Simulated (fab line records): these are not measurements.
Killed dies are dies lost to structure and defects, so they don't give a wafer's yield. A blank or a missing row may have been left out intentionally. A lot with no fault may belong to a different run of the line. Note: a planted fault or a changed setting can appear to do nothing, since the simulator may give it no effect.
Comparing a struck lot with a sound one / flow n5_finfet / 15 out of 1938 route steps
Sound: the wafers L275.2, L275.4, L275.5. Struck: wafer L278.3 (left out: L278.4, a lot-mate that was not struck); the cause follows at the end.
For every step that has rows: the tool of each side, followed by ch and its chambers, followed by its first start. Under that, the readings that differ: sound wafers / struck wafers / difference of the means / sigmas: that difference in standard deviations of wafers without a fault.
alike: readings with means less than 2 such deviations apart, plus words and numbers identical on both sides. not compared: withheld readings, readings lacking a value on some wafer, bounds such as >300 that could conceal the same value, and numbers that have no deviation in the record and whose values overlap.
A row with sigmas, a row that says differs or no value, or rows on one side alone: a step with any of these is where the two part. Non-overlapping numbers with no deviation appear without sigmas and do not part them. A reading missing from all wafers of one side parts the sides only when that side holds two or more wafers.

N5_SD_ACTIVATION_RS_MEAS_03: measurement is done with a four-point probe.
  struck on film_metro-02, day 6 20:53; sound on film_metro-01, day 5 21:43
  alike: RS_SD_N, RS_SD_P
N5_SD_ACTIVATION_INSPECT_02: inspects for defects (darkfield).
  struck on defect_inspect-02, day 6 21:10; sound on defect_inspect-02, day 5 22:01
  alike: raw_defect_count
N5_ILD0_LINER_00: material SiNx, target thk 4 nm, pulse time 1 s, purge time 2 s.
  sound on ald_sin-04 ch 2,3, day 5 22:11; struck on ald_sin-01 ch 2, day 6 21:12
  alike: chamber_pressure_Torr, heater_power_w, precursor_pulse_height_rel
then, 2 steps without rows for these wafers: N5_ILD0_FCVD_FILL_01 (material SiO2 flowable, target thk 200 nm, time 328.3 s); N5_ILD0_CURE_02 (time 1800 s).
N5_ILD0_CMP_03: polishes, stops on SiNx, t overpolish 1.9 s, target thk 197.38 nm.
  sound on cmp-02 ch 0,1,3, day 6 00:55; struck on cmp-02 ch 3, day 6 23:34
  alike: motor_current_A, overpolish_run_s, time_to_endpoint_s
N5_ILD0_THK_MEAS_04:
  struck on film_metro-02, day 6 23:52; sound on film_metro-01, day 6 01:12
  alike: thk_nm
N5_ILD0_CMP_07: polishes SiO2 flowable, stops on poly-Si, t overpolish 1.18 s, target thk 138.88 nm.
  sound on cmp-02 ch 0,1, day 6 01:14; struck on cmp-02 ch 1, day 6 23:53
  alike: motor_current_A
N5_ILD0_THK_MEAS_08:
  struck on film_metro-02, day 7 00:11; sound on film_metro-02, day 6 01:31
  alike: thk_nm
then, 1 step without rows for these wafers: N5_ILD0_PRECLEAN_10 (cleans in NF3:NH3, afs cycles 5, time 20 s, sublimation time 60 s).
N5_ILD0_ALD_15: deposits SiNx, target thk 24 nm, pulse time 1 s, ald cycles 480.
  sound on ald_sin-04 ch 0,1,2, day 6 02:16; struck on ald_sin-02 ch 1, day 7 00:54
  alike: chamber_pressure_Torr, heater_power_w, precursor_pulse_height_rel
N5_ILD0_CMP_12: polishes SiNx, stops on poly-Si, t overpolish 6 s, target thk 17.67 nm.
  sound on cmp-01 ch 0,1,2, day 6 04:28; struck on cmp-01 ch 2, day 7 03:06
reading=time_to_endpoint_s (s); sound=28.0 24.7 27.0; struck=59.8; difference=+33.2; sigmas=+15
  alike: motor_current_A, overpolish_run_s
N5_ILD0_THK_MEAS_13:
  struck on film_metro-01, day 7 03:24; sound on film_metro-02, day 6 04:46
reading=thk_nm (nm); sound=17.7 17.7 17.4; struck=19.4; difference=+1.8; sigmas=+2
-- the record jumps here: 4 days lie between the struck wafers' starts before and after (it left off in module ILD0 and takes up again in module BEOL_M4, whose first step shown is number 1111 of the route) --
N5_BEOL_M4_RC_MEAS_101:
  sound on prober-02 ch 0, day 10 21:56; struck on prober-01 ch 0, day 11 06:46
reading=ION_P (uA/um); sound=462 458 462; struck=474; difference=+13; sigmas=+2
  alike: DIBL_N, DIBL_P, IOFF_N, IOFF_P, ION_N, SS_N, SS_P, VT_N, VT_P
following that, these wafers have no rows for 1 step: N5_PASSIVATION_PROBE_49.

WHERE THEY PART
Earliest at N5_ILD0_CMP_12; latest, in this record, at N5_BEOL_M4_RC_MEAS_101.

WHY: what had been put in by the simulator
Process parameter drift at N5_ILD0_CMP_12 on cmp-01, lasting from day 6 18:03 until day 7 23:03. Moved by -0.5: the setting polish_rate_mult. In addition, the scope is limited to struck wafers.
